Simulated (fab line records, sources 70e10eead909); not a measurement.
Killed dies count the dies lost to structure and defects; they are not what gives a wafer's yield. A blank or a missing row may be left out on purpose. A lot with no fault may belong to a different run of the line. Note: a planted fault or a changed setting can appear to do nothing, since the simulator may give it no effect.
fab line records -- flow nandHarc -- part 2 of 2: steps 5 to 6 of 6
[record] lots = 23, wafers = 69, lastDay = 33
route steps=1302 shown A_CHANNEL_HOLE_D2@603 A_CHANNEL_FILL_D2@613 A_STAIRCASE@668
lots with no fault: from the same line, run without faults
startH: hours from the record's first day to the start of the lot's first wafer shown -- waitH: how many hours have passed since the lot's step before this one -- " unchanged from the row above -- L1.1+2: one row covering several wafers at once -- - value missing, or start not given -- * or withheld: withheld -- < > ~ a bound
route shown NAME@n: NAME is a module with steps in the file, n the number in the route of the first one -- usual: mean/standard deviation of fault-free wafers -- same: alike in all rows -- chamber/n: place in a boat -- sites: per-site readings -- _std_site: standard deviation of those values -- _edge_site: the outer-site mean with the inner-site mean subtracted -- radiusMm: how far each site lies from the wafer's centre -- mask NAME#n: copy n -- behind: the tool/chamber that last shaped the wafer -- hold: the reason the lot was held/the length of the hold in hours/how it ended -- device: which transistor (n, p or np) failed to switch -- end of line: the same wafers' tests at the end of the route -- step lacking rows: just its recipe -- killed: at the first sort, the dies lost to defects and structure; wafer yield is something else -- map: shows each die of a wafer: x if killed, . if not, _ if none is there
set.NAME: the run value of the setting; set.NAME@STEP: its run value at that earlier step -- model.NAME: the simulator's own value behind a step, which no gauge read
steps of the route over a sample of lots; a table a step, a row a wafer
services: when a tool's chamber went out of use (startH, in hours from the record's first day, below 0 if earlier), for how many hours, and the reason
[[steps]]
[step NHARC_A_STAIRCASE_TRIM_12]
[recipe] timeS = 211.2, o2FlowSccm = 500, arFlowSccm = 0, biasW = 0, chemistry = O2
[usual] drypumpMotorCurrentA = 5.9/0.47, o2FlowSccm = 500.1/1.6, oesProductAu = 1.000/0.0096, rfVppV = 57.8/0.96, showerheadPlenumPTorr = 3.53/0.2, throttleValvePct = 17.036/0.0089
[same] biasW = 0
lot.wafer,tool,chamber,startH,waitH,drypumpMotorCurrentA,o2FlowSccm,oesProductAu,rfHoursCounterH,rfVppV,showerheadPlenumPTorr,throttleValvePct
L074.2,rieDiel-12,3,354.06,0.1,5.9,499.9,0.998,26,56.3,3.28,17.040
L074.5,rieDiel-12,1,354.06,0.1,6.6,501.4,0.999,-,56.6,3.35,17.039
L074.6,rieDiel-12,2,354.06,0.1,5.4,499.2,1.005,-,58.3,3.36,17.059
L076.1,rieDiel-09,2,374.99,0.1,5.6,503.5,1.000,14,58.0,3.31,17.034
L076.2,rieDiel-09,1,374.99,0.1,6.4,497.5,0.999,14,58.1,3.74,17.039
L076.6,rieDiel-09,2,374.99,0.1,5.6,502.1,0.994,-,57.2,3.31,17.022
L077.2,rieDiel-06,1,381.01,0.1,5.3,502.5,0.998,22,59.3,3.76,17.023
L077.1,rieDiel-06,2,381.01,0.1,4.9,499.2,1.005,26,56.0,3.48,17.035
L077.5,rieDiel-06,1,381.01,0.1,5.2,498.8,0.995,-,57.6,3.77,17.034
L078.2,rieDiel-12,0,386.98,0.1,6.3,500.0,0.995,31,56.9,3.60,17.027
L078.3,rieDiel-12,1,386.98,0.1,6.6,499.5,0.997,32,57.6,3.34,17.047
L078.6,rieDiel-12,0,386.98,0.1,6.3,498.6,1.018,-,58.2,3.60,17.039
L079.3,rieDiel-12,1,400.89,0.1,6.6,499.2,0.986,36,56.4,3.34,17.034
L079.4,rieDiel-12,2,400.89,0.1,5.5,501.4,0.995,39,57.7,3.35,17.032
L079.5,rieDiel-12,1,400.89,0.1,6.6,501.3,0.996,-,56.4,3.34,17.031
L081.3,rieDiel-12,0,420.68,0.1,6.3,499.6,1.009,41,57.9,3.59,17.037
L081.2,rieDiel-12,2,420.68,0.1,5.5,500.3,0.993,46,58.0,3.35,17.034
L081.5,rieDiel-12,1,420.68,0.1,6.6,499.7,0.987,-,58.2,3.34,17.050
L075.2,rieDiel-06,0,420.84,0.1,5.4,499.6,1.001,31,58.6,3.36,17.032
L075.1,rieDiel-06,2,420.84,0.1,4.9,500.5,1.003,36,57.0,3.47,17.054
L075.3,rieDiel-06,3,420.84,0.1,5.4,503.8,0.996,35,57.8,3.31,17.036
L082.4,rieDiel-09,0,427.77,0.1,5.9,501.9,0.991,29,58.0,3.76,17.017
L082.1,rieDiel-09,2,427.77,0.1,5.6,499.1,0.984,32,56.3,3.30,17.041
L082.2,rieDiel-09,3,427.77,0.1,6.3,501.1,0.986,33,57.7,3.76,17.042
L080.1,rieDiel-09,2,430.93,0.1,5.6,499.8,0.984,33,57.7,3.30,17.049
L080.3,rieDiel-09,0,430.93,0.1,5.9,498.3,0.998,31,57.3,3.76,17.036
L080.5,rieDiel-09,2,430.93,0.1,5.6,501.6,0.984,-,58.3,3.30,17.040
L084.1,rieDiel-06,3,440.45,0.1,5.4,500.6,0.994,41,57.0,3.30,17.026
L084.2,rieDiel-06,0,440.45,0.1,5.4,498.7,0.984,37,57.7,3.36,17.041
L084.6,rieDiel-06,1,440.45,0.1,5.2,501.9,0.986,-,57.4,3.76,17.030
L083.1,rieDiel-09,3,441.29,0.1,6.2,497.4,0.997,37,57.8,3.76,17.040
L083.2,rieDiel-09,0,441.29,0.1,5.9,501.7,1.011,34,58.8,3.76,17.035
L083.6,rieDiel-09,1,441.29,0.1,6.3,500.8,0.993,-,57.5,3.73,17.030
L085.1,rieDiel-06,2,466.94,0.1,4.9,499.0,1.003,53,57.8,3.46,17.038
L085.3,rieDiel-06,0,466.94,0.1,5.4,498.2,1.006,47,57.6,3.35,17.036
L085.6,rieDiel-06,2,466.94,0.1,4.9,502.3,0.999,-,58.1,3.46,17.031
L086.1,rieDiel-09,1,467.51,0.1,6.4,501.2,0.990,45,58.4,3.72,17.041
L086.3,rieDiel-09,3,467.51,0.1,6.3,498.8,0.985,47,58.3,3.75,17.055
L086.5,rieDiel-09,2,467.51,0.1,5.6,500.4,0.988,-,57.6,3.30,17.050
L087.4,rieDiel-12,2,495.83,0.1,5.4,500.2,0.999,13,57.2,3.34,17.047
L087.1,rieDiel-12,0,495.83,0.1,6.4,498.3,1.000,13,59.2,3.58,17.033
L087.6,rieDiel-12,2,495.83,0.1,5.4,500.3,1.003,-,56.7,3.34,17.028
L088.1,rieDiel-09,1,506.71,0.1,6.3,502.9,0.991,0,56.5,3.72,17.036
L088.6,rieDiel-09,3,506.71,0.1,6.2,498.7,1.002,-,58.4,3.75,17.028
L088.5,rieDiel-09,0,506.71,0.1,5.9,501.6,1.019,-,57.3,3.75,17.031
L089.4,rieDiel-09,3,506.76,0.2,6.3,499.5,1.014,0,57.7,3.75,17.041
L089.1,rieDiel-09,1,506.76,0.2,6.3,497.0,0.985,0,58.3,3.72,17.033
L089.5,rieDiel-09,3,506.76,0.2,6.2,497.4,1.016,-,57.6,3.75,17.043
L090.1,rieDiel-09,2,506.85,0.2,5.6,500.2,1.005,0,57.5,3.29,17.036
L090.3,rieDiel-09,3,506.85,0.2,6.2,498.4,1.001,0,59.1,3.75,17.045
L090.6,rieDiel-09,2,506.85,0.2,5.6,498.6,1.005,-,57.5,3.29,17.022
L092.2,rieDiel-12,3,518.61,0.1,5.9,498.7,1.013,21,56.6,3.80,17.042
L092.3,rieDiel-12,1,518.61,0.1,6.6,504.2,1.020,26,57.6,3.32,17.046
L092.4,rieDiel-12,2,518.61,0.1,5.4,502.2,0.992,25,56.9,3.33,17.025
L091.2,rieDiel-12,2,518.95,0.1,5.4,500.6,1.002,25,57.3,3.33,17.050
L091.4,rieDiel-12,0,518.95,0.1,6.3,498.3,1.000,22,58.5,3.58,17.027
L091.6,rieDiel-12,2,518.95,0.1,5.4,499.0,1.000,-,58.7,3.33,17.024
L093.3,rieDiel-09,3,538.14,0.1,6.2,501.7,1.002,13,57.9,3.74,17.032
L093.6,rieDiel-09,2,538.14,0.1,5.6,499.8,0.990,-,55.6,3.29,17.037
L093.5,rieDiel-09,3,538.14,0.1,6.2,503.8,1.000,-,59.1,3.74,17.033
L094.1,rieDiel-09,2,557.51,0.1,5.6,496.7,0.991,17,57.1,3.28,17.034
L094.4,rieDiel-09,3,557.51,0.1,6.3,501.0,1.000,18,58.3,3.74,17.048
L094.5,rieDiel-09,2,557.51,0.1,5.6,500.7,1.000,-,57.7,3.28,17.043
L096.1,rieDiel-12,2,562.84,0.1,5.4,501.4,0.992,38,57.7,3.32,17.050
L096.3,rieDiel-12,1,562.84,0.1,6.6,499.2,1.009,43,56.6,3.31,17.035
L096.5,rieDiel-12,3,562.84,0.1,5.8,500.4,1.024,-,57.7,3.79,17.047
L097.1,rieDiel-09,0,570.33,0.1,5.9,499.7,1.004,21,59.8,3.74,17.028
L097.3,rieDiel-09,1,570.33,0.1,6.3,500.6,0.991,18,59.6,3.71,17.040
L097.6,rieDiel-09,2,570.33,0.1,5.6,498.7,1.000,-,57.6,3.28,17.043
[step NHARC_A_STAIRCASE_TRIM_18]
[recipe] timeS = 211.2, o2FlowSccm = 500, arFlowSccm = 0, biasW = 0, chemistry = O2
[usual] drypumpMotorCurrentA = 5.9/0.45, o2FlowSccm = 500.0/1.5, oesProductAu = 1.001/0.01, rfVppV = 57.9/0.9, showerheadPlenumPTorr = 3.55/0.2, throttleValvePct = 17.037/0.0095
[same] biasW = 0
lot.wafer,tool,chamber,startH,waitH,drypumpMotorCurrentA,o2FlowSccm,oesProductAu,rfHoursCounterH,rfVppV,showerheadPlenumPTorr,throttleValvePct
L074.2,rieDiel-12,2,-,-,5.5,500.8,0.988,27,56.5,3.36,17.013
L074.6,rieDiel-12,2,-,-,5.5,499.2,0.999,-,57.1,3.36,17.038
L074.5,rieDiel-12,3,-,-,5.9,504.0,1.011,-,57.3,3.28,17.038
L076.1,rieDiel-09,1,-,-,6.3,500.7,1.004,14,58.0,3.74,17.032
L076.2,rieDiel-09,2,-,-,5.6,499.6,0.979,14,57.3,3.31,17.034
L076.6,rieDiel-09,0,-,-,5.9,498.5,1.002,-,57.0,3.77,17.026
L077.1,rieDiel-06,3,-,-,5.4,497.1,1.005,25,56.0,3.31,17.037
L077.2,rieDiel-06,0,-,-,5.4,501.2,1.011,21,58.1,3.36,17.047
L077.5,rieDiel-06,1,-,-,5.2,499.1,1.001,-,59.0,3.76,17.044
L078.2,rieDiel-12,2,-,-,5.4,499.6,1.002,35,58.2,3.35,17.044
L078.3,rieDiel-12,3,-,-,5.8,499.9,1.004,35,56.6,3.28,17.037
L078.6,rieDiel-12,0,-,-,6.3,500.3,1.012,-,58.0,3.60,17.040
L079.3,rieDiel-12,1,-,-,6.6,499.3,1.005,36,57.2,3.34,17.025
L079.4,rieDiel-12,2,-,-,5.5,499.1,1.003,40,56.1,3.35,17.050
L079.5,rieDiel-12,1,-,-,6.6,500.8,0.996,-,57.6,3.34,17.035
L081.3,rieDiel-12,3,-,-,5.9,499.8,1.008,45,57.1,3.27,17.040
L081.2,rieDiel-12,0,-,-,6.3,500.6,1.014,42,57.4,3.59,17.032
L081.5,rieDiel-12,3,-,-,5.9,502.6,1.005,-,57.0,3.27,17.042
L075.3,rieDiel-06,1,-,-,5.2,500.7,0.994,32,57.4,3.76,17.042
L075.1,rieDiel-06,2,-,-,4.9,502.9,0.999,36,56.4,3.47,17.032
L075.2,rieDiel-06,0,-,-,5.4,499.9,0.989,32,58.4,3.36,17.048
L082.2,rieDiel-09,3,-,-,6.3,501.2,0.989,33,58.1,3.76,17.027
L082.4,rieDiel-09,0,-,-,5.8,502.0,1.003,30,58.3,3.76,17.040
L082.1,rieDiel-09,2,-,-,5.6,500.7,0.997,33,59.0,3.30,17.032
L080.1,rieDiel-09,1,-,-,6.3,499.5,1.003,31,58.2,3.73,17.034
L080.3,rieDiel-09,3,-,-,6.3,498.5,0.991,35,58.5,3.76,17.028
L080.5,rieDiel-09,1,-,-,6.3,499.3,1.000,-,57.2,3.73,17.033
L084.1,rieDiel-06,2,-,-,4.9,498.2,0.999,41,57.1,3.47,17.017
L084.2,rieDiel-06,3,-,-,5.4,499.1,1.004,41,58.3,3.30,17.032
L084.6,rieDiel-06,1,-,-,5.3,501.8,0.997,-,57.8,3.76,17.034
L083.2,rieDiel-09,2,-,-,5.6,498.0,0.989,36,56.9,3.30,17.044
L083.1,rieDiel-09,3,-,-,6.3,499.2,0.979,37,58.5,3.76,17.040
L083.6,rieDiel-09,2,-,-,5.6,497.3,0.982,-,55.8,3.30,17.057
L085.1,rieDiel-06,0,-,-,5.4,500.6,0.991,47,57.0,3.35,17.023
L085.3,rieDiel-06,2,-,-,4.9,500.6,0.991,53,58.6,3.46,17.044
L085.6,rieDiel-06,0,-,-,5.4,499.3,0.988,-,58.0,3.35,17.038
L086.3,rieDiel-09,3,-,-,6.3,498.4,0.992,47,60.4,3.75,17.038
L086.1,rieDiel-09,0,-,-,5.8,502.2,0.998,46,58.5,3.75,17.050
L086.5,rieDiel-09,2,-,-,5.6,500.8,0.987,-,57.5,3.29,17.044
L087.1,rieDiel-12,0,-,-,6.3,500.3,1.005,14,57.5,3.58,17.045
L087.4,rieDiel-12,1,-,-,6.6,497.8,1.011,16,58.0,3.32,17.053
L087.6,rieDiel-12,0,-,-,6.3,496.3,0.986,-,57.5,3.58,17.045
L088.1,rieDiel-09,0,-,-,5.9,501.7,1.017,1,59.3,3.75,17.028
L088.5,rieDiel-09,1,-,-,6.3,499.1,0.994,-,57.6,3.72,17.037
L088.6,rieDiel-09,2,-,-,5.6,499.8,1.005,-,57.1,3.29,17.015
L089.1,rieDiel-09,0,-,-,5.9,503.0,1.012,1,57.4,3.75,17.040
L089.4,rieDiel-09,2,-,-,5.6,496.7,1.000,1,57.2,3.29,17.037
L089.5,rieDiel-09,0,-,-,5.9,500.5,1.006,-,58.4,3.75,17.053
L090.1,rieDiel-09,3,-,-,6.3,497.7,1.005,1,58.5,3.75,17.034
L090.3,rieDiel-09,0,-,-,5.9,499.7,1.000,1,57.2,3.75,17.044
L090.6,rieDiel-09,3,-,-,6.3,499.7,1.003,-,58.6,3.75,17.022
L092.3,rieDiel-12,3,-,-,5.9,501.1,1.009,22,58.9,3.80,17.056
L092.4,rieDiel-12,0,-,-,6.3,500.7,0.997,23,56.4,3.58,17.034
L092.2,rieDiel-12,2,-,-,5.5,501.0,0.995,26,56.3,3.33,17.047
L091.2,rieDiel-12,2,-,-,5.4,499.3,0.999,26,58.2,3.33,17.032
L091.4,rieDiel-12,0,-,-,6.3,502.6,1.004,23,58.9,3.58,17.030
L091.6,rieDiel-12,3,-,-,5.8,499.7,1.029,-,58.1,3.79,17.049
L093.3,rieDiel-09,1,-,-,6.4,501.5,0.987,11,58.6,3.71,17.050
L093.6,rieDiel-09,1,-,-,6.3,498.5,0.991,-,58.2,3.71,17.025
L093.5,rieDiel-09,2,-,-,5.6,499.2,1.003,-,58.4,3.29,17.046
L094.1,rieDiel-09,2,-,-,5.6,499.2,0.999,18,57.0,3.28,17.033
L094.4,rieDiel-09,3,-,-,6.3,499.5,0.995,19,58.2,3.74,17.025
L094.5,rieDiel-09,2,-,-,5.6,500.7,1.002,-,57.5,3.28,17.037
L096.3,rieDiel-12,1,-,-,6.6,499.6,1.018,44,56.7,3.31,17.030
L096.1,rieDiel-12,2,-,-,5.5,498.9,1.005,39,58.3,3.32,17.038
L096.5,rieDiel-12,1,-,-,6.6,500.4,1.023,-,55.4,3.31,17.027
L097.1,rieDiel-09,2,-,-,5.6,497.9,1.000,21,57.2,3.28,17.058
L097.3,rieDiel-09,3,-,-,6.3,497.1,1.005,24,57.2,3.73,17.027
L097.6,rieDiel-09,0,-,-,5.9,497.1,1.016,-,57.8,3.74,17.035
[[services]]
tool,chamber,startH,hours,kind
cmp-04,-,287.21,9.7,repair
rieDiel-09,2,293.91,3.8,repair
rieDiel-02,2,301.24,22.0,repair
cmp-04,-,308.72,4.0,pm
rieDiel-09,-,320.45,9.0,pm
cmp-02,-,324.76,1.5,repair
rieDiel-12,-,327.93,2.0,repair
cmp-02,-,334.84,4.0,pm
aldHk-03,-,337.36,0.6,repair
rieDiel-02,1,345.40,4.9,repair
rieDiel-02,3,370.56,2.7,repair
rieDiel-12,2,373.76,4.8,repair
cmp-02,-,382.43,0.9,repair
aldHk-03,-,390.00,10.0,pm
rieDiel-02,-,393.70,9.0,pm
cmp-04,-,406.72,4.0,pm
rieDiel-12,-,411.42,2.4,repair
cmp-02,-,432.84,4.0,pm
cmp-04,-,435.77,2.4,repair
rieDiel-12,-,445.52,9.0,pm
rieDiel-02,3,460.90,2.2,repair
rieDiel-02,3,476.12,15.2,repair
rieDiel-09,-,497.45,9.0,pm
aldSinBatch-01,-,506.00,26.0,pm
